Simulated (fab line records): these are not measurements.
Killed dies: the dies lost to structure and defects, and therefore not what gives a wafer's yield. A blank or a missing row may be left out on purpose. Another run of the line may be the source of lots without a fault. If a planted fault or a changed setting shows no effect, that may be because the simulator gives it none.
A struck lot beside a sound one -- flow nand-harc -- 15 steps out of a route of 1302
Sound: the wafers L325.2, L325.3, L325.6. Wafers L337.2, L337.3, L337.6 were the ones struck. The cause comes at the end.
Order at every step that has rows: each side's tool, ch and its chambers, its first start. Under that, the readings that differ: sound wafers -- struck wafers -- difference of the means -- sigmas: that difference in standard deviations of wafers without a fault.
alike: words and numbers the same on both sides, and readings whose means are apart by under 2 such deviations; not compared: readings that were withheld, readings missing a value for some wafer, numbers with overlapping values and no deviation given by the record, and bounds like >300 which may hide the same value.
The two part at a step that has a row with sigmas, a row that says differs or no value, or rows on one side only. Numbers that don't overlap but have no deviation are shown without sigmas and don't part them. A reading missing from all wafers of one side parts the sides only when that side holds two or more wafers.

NHARC_A_CONTACT_ETCH_49: etches the open film in N2/H2, target depth 260 nm, time 475.3 s.
  sound on rie-diel-03 ch 2,3; struck on rie-diel-03 ch 0,1,2
  alike: bias-w, chamber-pressure-mTorr, drypump-motor-current-A, oes-product-au, rf-vpp-V, showerhead-plenum-p-Torr, throttle-valve-pct
  not compared: rf-hours-counter-h
then, 3 steps without rows for these wafers: NHARC_A_CONTACT_ETCH_50 (etches the open film in CF4/CHF3, target depth 121 nm, time 60.5 s); NHARC_A_CONTACT_ETCH_51 (etches the open film in O2/COS, target depth 7000 nm, time 1820 s); NHARC_A_CONTACT_ETCH_111 (etches the open film in C4F8/O2/Ar, time 140 s, target depth 700 nm).
NHARC_A_CONTACT_ETCH_112: etches the open film in C4F8/O2/Ar, time 190 s, target depth 1850 nm.
  sound on har-cap-etch-01 ch 0,1, day 25 04:44; struck on har-cap-etch-03 ch 0,1, day 30 03:23
  alike: chamber-pressure-mTorr, oes-air-line-au
  not compared: rf-hours-counter-h
then, 2 steps without rows for these wafers: NHARC_A_CONTACT_ETCH_113 (etches the open film in C4F8/O2/Ar, time 190 s, target depth 1850 nm); NHARC_A_CONTACT_ETCH_114 (etches the open film in C4F8/O2/Ar, time 190 s, target depth 1850 nm).
NHARC_A_CONTACT_ETCH_115: etches the open film in C4F8/O2/Ar, time 190 s, target depth 1850 nm.
  sound on har-cap-etch-01 ch 0,1, day 25 05:14; struck on har-cap-etch-03 ch 0,1, day 30 03:55
  alike: chamber-pressure-mTorr, oes-air-line-au
  not compared: rf-hours-counter-h
then, 2 steps without rows for these wafers: NHARC_A_CONTACT_ETCH_116 (etches the open film in C4F8/O2/Ar, time 190 s, target depth 1850 nm); NHARC_A_CONTACT_ETCH_117 (etches the open film in C4F8/O2/Ar, time 190 s, target depth 1850 nm).
NHARC_A_CONTACT_ETCH_118: etches the open film in C4F8/O2/Ar, time 190 s, target depth 1850 nm.
  sound on har-cap-etch-01 ch 0,1, day 25 05:46; struck on har-cap-etch-03 ch 0,1, day 30 04:25
  alike: chamber-pressure-mTorr, oes-air-line-au
  not compared: rf-hours-counter-h
NHARC_A_CONTACT_ETCH_119: etches the open film in C4F8/O2/Ar, time 190 s, target depth 1850 nm.
  sound on har-cap-etch-01 ch 0,1, day 25 05:56; struck on har-cap-etch-03 ch 0,1, day 30 04:35
  alike: chamber-pressure-mTorr, oes-air-line-au
  not compared: rf-hours-counter-h
NHARC_A_CONTACT_ETCH_120: etches the open film in C4F8/O2/Ar, time 190 s, target depth 1850 nm.
  sound on har-cap-etch-01 ch 0,1, day 25 06:06; struck on har-cap-etch-03 ch 0,1, day 30 04:46
  no value came back on the struck wafers for chamber-pressure-mTorr (mTorr), oes-air-line-au (a.u.); on the sound wafers chamber-pressure-mTorr (mTorr) reads 20.001 20.004 20.005
  not compared: rf-hours-counter-h
then, 1 step without rows for these wafers: NHARC_A_CONTACT_ETCH_121 (etches the open film in C4F8/O2/Ar, time 190 s, target depth 1850 nm).
-- break in the record here, with 3 days between the starts of the struck wafers on either side (left off in module A_CONTACT, picked up again in module END, where the first step shown is number 1302 on the route) --
NHARC_END_SORT_01:
  sound on prober-01 ch 0, day 28 06:00; struck on prober-02 ch 0, day 33 06:59
reading,sound,struck,difference,sigmas
killed-at-array,55,671 673 671,+617,+29
killed-dies,61,677 677 677,+616,+29
  alike: killed-at-other, killed-at-periphery, killed-open, killed-short

WHERE THEY PART
First at NHARC_A_CONTACT_ETCH_120; last, within this record, at NHARC_END_SORT_01.

WHY: what had been put in by the simulator
Entire step skipped (har-cap-etch-03, NHARC_A_CONTACT_ETCH_120), from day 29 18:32 onward. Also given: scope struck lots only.
